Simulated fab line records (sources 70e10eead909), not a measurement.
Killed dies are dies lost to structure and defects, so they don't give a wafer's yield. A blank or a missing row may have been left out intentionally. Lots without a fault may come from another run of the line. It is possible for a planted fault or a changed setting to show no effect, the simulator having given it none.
Chamber matching / flow nandHarc / 4 sister chambers for NHARC_A_CHANNEL_HOLE_D1_ETCH_16 on rieDiel-05
The step etches the open film in O2/COS, target depth 3100 nm, time 806 s. 8 wafers are shown with their chamber, then 7 later ones without.

## WAFERS, EACH WITH ITS CHAMBER
wafer=L920.1; chamber=1; drypumpMotorCurrentA (A)=5.5; showerheadPlenumPTorr (Torr)=2.99
wafer=L922.1; chamber=0; drypumpMotorCurrentA (A)=5.3; showerheadPlenumPTorr (Torr)=3.26
wafer=L922.4; chamber=3; drypumpMotorCurrentA (A)=5.2; showerheadPlenumPTorr (Torr)=3.11
wafer=L929.1; chamber=1; drypumpMotorCurrentA (A)=5.5; showerheadPlenumPTorr (Torr)=2.98
wafer=L929.2; chamber=2; drypumpMotorCurrentA (A)=6.3; showerheadPlenumPTorr (Torr)=2.95
wafer=L929.3; chamber=3; drypumpMotorCurrentA (A)=5.2; showerheadPlenumPTorr (Torr)=3.11
wafer=L930.1; chamber=0; drypumpMotorCurrentA (A)=5.3; showerheadPlenumPTorr (Torr)=3.26
wafer=L930.4; chamber=2; drypumpMotorCurrentA (A)=6.2; showerheadPlenumPTorr (Torr)=2.95

## WAFERS WITHOUT THEIR CHAMBER
wafer=L930.6; drypumpMotorCurrentA (A)=5.2; showerheadPlenumPTorr (Torr)=3.11
wafer=L931.3; drypumpMotorCurrentA (A)=5.2; showerheadPlenumPTorr (Torr)=3.11
wafer=L931.4; drypumpMotorCurrentA (A)=5.3; showerheadPlenumPTorr (Torr)=3.26
wafer=L931.5; drypumpMotorCurrentA (A)=6.3; showerheadPlenumPTorr (Torr)=2.94
wafer=L932.2; drypumpMotorCurrentA (A)=5.5; showerheadPlenumPTorr (Torr)=2.98
wafer=L932.4; drypumpMotorCurrentA (A)=5.2; showerheadPlenumPTorr (Torr)=3.11
wafer=L932.6; drypumpMotorCurrentA (A)=6.3; showerheadPlenumPTorr (Torr)=2.94

## EACH ONE'S CHAMBER
wafer=L930.6; from the rows above=3; in truth=3
wafer=L931.3; from the rows above=3; in truth=3
wafer=L931.4; from the rows above=0; in truth=0
wafer=L931.5; from the rows above=2; in truth=2
wafer=L932.2; from the rows above=1; in truth=1
wafer=L932.4; from the rows above=3; in truth=3
wafer=L932.6; from the rows above=2; in truth=2
Correct placement for 7 of the 7. From these rows, 0 cannot be placed. 0 placed wrongly.
How it was worked out, from the rows above alone: a wafer's distance from a chamber is the root of the sum, over the readings, of the square of ((its reading less the chamber's mean) divided by the reading's scatter). The wafer belongs to the nearest chamber; if the next one is less than 2 further off, it can't be placed. The mean given for a chamber averages the wafers shown for that chamber. How the scatter is found: for the shown wafers, subtract from each reading the mean of its chamber, square and add these, divide the total by (wafers less chambers), then take the root.
